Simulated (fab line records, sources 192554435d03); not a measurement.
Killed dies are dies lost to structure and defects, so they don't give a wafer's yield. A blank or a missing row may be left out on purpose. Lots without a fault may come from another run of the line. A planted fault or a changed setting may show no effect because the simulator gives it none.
Problem report in the 8D (eight disciplines) form, filled by code | flow n5_finfet | the parts of the form that need people (team, actions taken, sign-off) are left out

1. THE PROBLEM
killed_at_M0_to_M3 at N5_PASSIVATION_PROBE_49 reads a mean of 125 on 3 wafers of 2 lots; wafers without a fault read 34 with a standard deviation of 11. That is +8.2 standard deviations from the usual mean.
First seen on wafer L800.2, day 16 06:09, on prober-01. The record holds 6 wafers of 3 lots with a number at this step. Rule for "out", or "out of limits": more than 4 standard deviations from the usual mean. The other wafers with a number count as sound.

2. WHAT IT IS AND WHAT IT IS NOT
question                    | is                     | is not
which readings at this step | killed_at_M0_to_M3     | killed_at_M4_up, killed_at_contacts, killed_at_front_end, killed_at_other, killed_on_rim, killed_short, sort_bin_6_memory
which lots                  | L800, L803             | L792
which wafers of those lots  | all that have a number | -
read on which tools         | prober-01              | prober-02
when                        | from day 16 06:09      | up to then (3 sound wafers)

3. SUSPECTS, AND WHAT RULES EACH OUT
Counting: a tool at a process step up to the reading stays a suspect if it ran every lot that is out and no sound lot after the first of them.
- rie_diel-02 at N5_BEOL_M0_STRIP_104 (strips in N2/H2): kept. It ran every lot that is out, first L800 (day 10 06:30), and no sound lot after that; its last sound lot up to then is L792 (day 7 09:41).
- prober-01 at N5_PASSIVATION_PROBE_49: kept. It ran every lot that is out, first L800 (day 16 06:09), and no sound lot after that. Its own readings are out on those wafers: killed_at_M0_to_M3.
Left after counting: rie_diel-02 at N5_BEOL_M0_STRIP_104, prober-01 at N5_PASSIVATION_PROBE_49.

4. THE CAUSE (what the simulator had put in)
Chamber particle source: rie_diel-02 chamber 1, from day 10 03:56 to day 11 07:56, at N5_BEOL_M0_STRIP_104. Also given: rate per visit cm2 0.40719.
Counting left 2 suspects, and this tool is among them.

5. THE CHAIN OF EFFECTS, in route order
Each row: a reading whose mean over the struck wafers that have a number lies more than 3 standard deviations from the usual. Only readings for which the record gives a usual standard deviation are gone through. hours: the time from each lot's start at the first step in this table that gives one to its start at this step, as a median over the lots. sigmas: the change in usual standard deviations.
hours | step                    | reading              | usual  | on struck wafers | change | sigmas
0     | N5_PASSIVATION_PROBE_49 | defect_limited_yield | 91.2 % | 84.9             | -6.3   | -3.9
0     | N5_PASSIVATION_PROBE_49 | killed_at_M0_to_M3   | 34     | 125              | +91    | +8.2
0     | N5_PASSIVATION_PROBE_49 | killed_dies          | 104    | 178              | +74    | +3.9
0     | N5_PASSIVATION_PROBE_49 | sort_bin_5_function  | 5.1 %  | 9.7              | +4.6   | +4.6
0     | N5_PASSIVATION_PROBE_49 | sort_n_pass          | 1076   | 1002             | -74    | -3.9
0     | N5_PASSIVATION_PROBE_49 | sort_yield_pct       | 91.2 % | 84.9             | -6.3   | -3.9
The process steps in it:
- N5_PASSIVATION_PROBE_49

6. WHAT WOULD HAVE CAUGHT IT SOONER
In this record the first reading out of limits was taken at day 16 06:09, 146 hours after the fault began at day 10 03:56.
Of the tool readings at N5_BEOL_M0_STRIP_104 for which the record gives a usual standard deviation, none was out on any struck wafer, so an alarm limit of 4 standard deviations on them would not have fired.
All the lots that are out (2) had begun N5_BEOL_M0_STRIP_104 on rie_diel-02 by day 16 06:09. A hold on the tool at that time would have spared none of them.
